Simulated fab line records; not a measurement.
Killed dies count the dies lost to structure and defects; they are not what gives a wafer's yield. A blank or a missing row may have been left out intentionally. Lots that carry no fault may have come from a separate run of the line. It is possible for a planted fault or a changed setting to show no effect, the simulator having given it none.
Split-lot study | flow n5_finfet | route with 1938 steps; 7 lots, 39 wafers read

THE SPLIT ITSELF
At N5_MOL_CONTACT_COAG_ALD_131 (deposits SiO2, target thk 5 nm, pulse time 1 s, co reactant pulse time 1 s), the setting ald_cycles was moved away from the recipe's 35 on 15 of the 39 wafers read, by -11.4% to +8.6%. For the rest of the wafers, this setting stayed at what the recipe calls for.

The reading is taken at the split's own step.

THE READING
SiO2_of_MOL_CONTACT_COAG_ALD_131.thk_nm (the simulator's own value, which no gauge read), in nm, at N5_MOL_CONTACT_COAG_ALD_131 (deposits SiO2, target thk 5 nm, pulse time 1 s, co reactant pulse time 1 s). No usual value for it is given in the file.

wafer  | tool, chamber at the split | ald_cycles as run | against the recipe | SiO2_of_MOL_CONTACT_COAG_ALD_131.thk_nm, nm | against lot-mates on the recipe
L076.1 | ald_sin-01, 0,1,3          | 38                | +8.6%              | 5.4                                         | +0.4
L076.3 | ald_sin-01, 0,1,3          | 38                | +8.6%              | 5.4                                         | +0.4
L076.6 | ald_sin-01, 0,1,3          | 38                | +8.6%              | 5.4                                         | +0.4
L076.2 | ald_sin-01, 3,0,1          | 35                | recipe             | 5                                           | -
L076.4 | ald_sin-01, 3,0,1          | 35                | recipe             | 5                                           | -
L076.5 | ald_sin-01, 3,0,1          | 35                | recipe             | 5                                           | -
L083.1 | ald_sin-02, 0,2,3,1,3,2    | 35                | recipe             | 5                                           | -
L083.2 | ald_sin-02, 0,2,3,1,3,2    | 35                | recipe             | 5                                           | -
L083.3 | ald_sin-02, 0,2,3,1,3,2    | 35                | recipe             | 5                                           | -
L083.4 | ald_sin-02, 0,2,3,1,3,2    | 35                | recipe             | 5                                           | -
L083.5 | ald_sin-02, 0,2,3,1,3,2    | 35                | recipe             | 5                                           | -
L083.6 | ald_sin-02, 0,2,3,1,3,2    | 35                | recipe             | 5                                           | -
L084.1 | ald_sin-02, 3,1,2          | 35                | recipe             | 5                                           | -
L084.2 | ald_sin-02, 3,1,2          | 35                | recipe             | 5                                           | -
L084.3 | ald_sin-02, 3,1,2          | 35                | recipe             | 5                                           | -
L084.4 | ald_sin-02, 0,0,1          | 38                | +8.6%              | 5.4                                         | +0.4
L084.5 | ald_sin-02, 0,0,1          | 38                | +8.6%              | 5.4                                         | +0.4
L084.6 | ald_sin-02, 0,0,1          | 38                | +8.6%              | 5.4                                         | +0.4
L085.1 | ald_sin-02, 0,2,3          | 35                | recipe             | 5                                           | -
L085.3 | ald_sin-02, 0,2,3          | 35                | recipe             | 5                                           | -
L085.4 | ald_sin-02, 0,2,3          | 35                | recipe             | 5                                           | -
L087.1 | ald_sin-01, 2,1,0          | 35                | recipe             | 5                                           | -
L087.4 | ald_sin-01, 2,1,0          | 35                | recipe             | 5                                           | -
L087.5 | ald_sin-01, 2,1,0          | 35                | recipe             | 5                                           | -
L087.2 | ald_sin-01, 0,3,1          | 31                | -11.4%             | 4.4                                         | -0.6
L087.3 | ald_sin-01, 0,3,1          | 31                | -11.4%             | 4.4                                         | -0.6
L087.6 | ald_sin-01, 0,3,1          | 31                | -11.4%             | 4.4                                         | -0.6
L089.1 | ald_sin-01, 3,2,2          | 38                | +8.6%              | 5.4                                         | +0.4
L089.4 | ald_sin-01, 3,2,2          | 38                | +8.6%              | 5.4                                         | +0.4
L089.6 | ald_sin-01, 3,2,2          | 38                | +8.6%              | 5.4                                         | +0.4
L089.2 | ald_sin-01, 1,0,3          | 35                | recipe             | 5                                           | -
L089.3 | ald_sin-01, 1,0,3          | 35                | recipe             | 5                                           | -
L089.5 | ald_sin-01, 1,0,3          | 35                | recipe             | 5                                           | -
L097.1 | ald_sin-02, 0,0,3          | 35                | recipe             | 5                                           | -
L097.5 | ald_sin-02, 0,0,3          | 35                | recipe             | 5                                           | -
L097.6 | ald_sin-02, 0,0,3          | 35                | recipe             | 5                                           | -
L097.2 | ald_sin-02, 3,1,2          | 37                | +5.7%              | 5.2                                         | +0.2
L097.3 | ald_sin-02, 3,1,2          | 37                | +5.7%              | 5.2                                         | +0.2
L097.4 | ald_sin-02, 3,1,2          | 37                | +5.7%              | 5.2                                         | +0.2
When a row names more than one chamber, that row covers several wafers, and the file does not tell which wafer ran in which chamber.

FIT RESULTS
A straight line over all 39 wafers: SiO2_of_MOL_CONTACT_COAG_ALD_131.thk_nm changes by +0.0483 nm for each +1% of ald_cycles; r = +1.00; the points scatter about the line by 0.023 nm.
The same after taking each lot's own level away (the mean of its wafers on the recipe; 39 wafers): +0.0483 nm for each +1%; r = +1.00; scatter 0.023 nm.
According to that fit, moving ald_cycles by its largest amount changes the reading by 0.55 nm.
The lots' own levels span 5.00 to 5.00 nm.
Hence the lot-to-lot level has little effect on the slope; both slopes agree.
Check: -0.557 nm against its lot-mates is what the line predicts for one of the wafers moved furthest among these (-11.4%) when that wafer is left out of the fit. Against them it came out at -0.6 nm.

ADDITIONAL SPLITS CARRIED BY THESE WAFERS
Other splits were also applied to these wafers ahead of the reading. Each is held against what the fit with the lots' levels taken away leaves over:
other split on the same wafers    | wafers away from the commonest value | r with SiO2_of_MOL_CONTACT_COAG_ALD_131.thk_nm (lot level and that fit taken away)
N5_WELL_APT_IMPLANT_14 energy_kev | 18                                   | -0.05
N5_DUMMY_GATE_ETCH_37 source_w    | 15                                   | +0.14
N5_DUMMY_GATE_ETCH_42 bias_w      | 15                                   | +0.22
N5_MOL_CONTACT_COAG_ALD_27 time_s | 15                                   | +0.06

FILE'S OWN FIT
SiO2_of_MOL_CONTACT_COAG_ALD_131.thk_nm changes by +0.0477 nm for each +1% of ald_cycles, r = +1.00.
